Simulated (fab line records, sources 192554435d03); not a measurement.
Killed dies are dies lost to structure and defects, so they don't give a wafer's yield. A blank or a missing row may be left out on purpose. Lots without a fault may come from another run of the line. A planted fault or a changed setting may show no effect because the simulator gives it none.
A struck lot beside a sound one | flow n5_finfet | 19 steps out of a route of 1938
Sound: wafers L799.1, L799.3, L799.6. Struck: wafers L813.3, L813.4, L813.5. The cause comes at the end.
At each step with rows: each side's tool, then ch and its chambers, then its first start. Under that, the readings that differ: sound wafers | struck wafers | difference of the means | sigmas: that difference in standard deviations of wafers without a fault.
alike: readings whose means differ by less than 2 such deviations, and words and numbers that are the same on both sides. not compared: withheld readings, readings that some wafer has no value for, bounds like >300 that may hide the same value, and numbers for which the record gives no deviation and whose values overlap.
The two part at a step that has a row with sigmas, a row that says differs or no value, or rows on one side only. Numbers that don't overlap but have no deviation are shown without sigmas and don't part them. A reading that every wafer of one side lacks parts them only if that side has two wafers or more.

first, 8 steps without rows for these wafers: N5_FIN_SAQP_STRIP_77 (strips in N2/H2, time 90 s); N5_FIN_SAQP_ETCH_64 (etches SiO2 in CF4, target depth 1.5 nm); N5_FIN_SAQP_FIN_ETCH_36 (etches the open film in HBr/Cl2/O2, target depth 120 nm, time 50.4 s); N5_FIN_SAQP_PRECLEAN_38 (cleans in O3/DIW, time 45 s); N5_FIN_SAQP_PRECLEAN_45 (cleans in dHF, time 10 s); N5_FIN_SAQP_SRD_39 (time 30 s); N5_FIN_CUT_COAT_18 (time 60 s, resist thk 230 nm); N5_FIN_CUT_COAT_19 (time 60 s, resist thk 20 nm).
N5_FIN_CUT_COAT_29: time 60 s, resist thk 10 nm.
  sound on litho_track-01 ch 0, day 2 03:39; struck on litho_track-01 ch 0, day 5 13:59
  reading                                         | sound                | struck               | difference | sigmas
  spin_speed_rpm (rpm)                            | 1499.3 1497.6 1501.0 | 1688.9 1688.0 1688.5 | +189.2     | +99 or more
  model.underlayer_of_FIN_CUT_COAT_29.thk_nm (nm) | 10 10 10             | 9.4 9.4 9.6          | -0.5       |
  alike: exhaust_pa
then, 7 steps without rows for these wafers: N5_FIN_CUT_COAT_02 (resist thk 30 nm); N5_FIN_CUT_EBR_04; N5_FIN_CUT_SOFTBAKE_03 (time 60 s); N5_FIN_CUT_EXPOSE_05 (exposes mask FIN CUT); N5_FIN_CUT_PEB_06 (peb time 60 s); N5_FIN_CUT_DEVELOP_07 (develop time 30 s); N5_FIN_CUT_DESCUM_13 (chemistry O2, time 7 s).
N5_FIN_CUT_ETCH_30: etches underlayer in N2/H2, target depth 13 nm, time 10.4 s.
  sound on rie_diel-02 ch 1,2, day 2 04:05; struck on rie_diel-06 ch 1,2,3, day 5 14:34
  reading                                      | sound             | struck            | difference | sigmas
  etch_rf_on_time_s (s)                        | 10.52 10.45 10.46 | 9.91 10.07 9.81   | -0.55      | -2
  model.CAR-EUV_of_FIN_CUT_COAT_02.thk_nm (nm) | 14.6 14.6 14.6    | 15.2 15.2 15.2    | +0.6       |
  model.etch.depth_nm (nm)                     | 9.95 9.966 9.981  | 9.495 9.462 9.503 | -0.479     |
  alike: drypump_motor_current_A, oes_product_au, rf_vpp_V, showerhead_plenum_p_Torr, throttle_valve_pct
  not compared: rf_hours_counter_h
N5_FIN_CUT_ETCH_20: etches SiARC in CF4, target depth 26 nm, time 43.3 s.
  sound on rie_diel-02 ch 1,2, day 2 04:06; struck on rie_diel-06 ch 1,2,3, day 5 14:35
  reading                                         | sound       | struck      | difference | sigmas
  model.underlayer_of_FIN_CUT_COAT_29.thk_nm (nm) | 9.2 9.2 9.2 | 8.8 8.8 8.8 | -0.4       |
  alike: drypump_motor_current_A, etch_rf_on_time_s, oes_product_au, rf_vpp_V, showerhead_plenum_p_Torr, throttle_valve_pct
  not compared: rf_hours_counter_h
then, 1 step without rows for these wafers: N5_FIN_CUT_ETCH_21 (etches SOC in N2/H2, target depth 219 nm, overetch 43.8 nm, time 523.5 s).

WHERE THEY PART
First at N5_FIN_CUT_COAT_29; last, within this record, at N5_FIN_CUT_ETCH_30. Later steps at which nothing parts them and some readings are alike: N5_FIN_CUT_ETCH_20.

WHY: what the simulator had put in
Process parameter drift: litho_track-01, from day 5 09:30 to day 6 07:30, at N5_FIN_CUT_COAT_29. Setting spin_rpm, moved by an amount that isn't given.
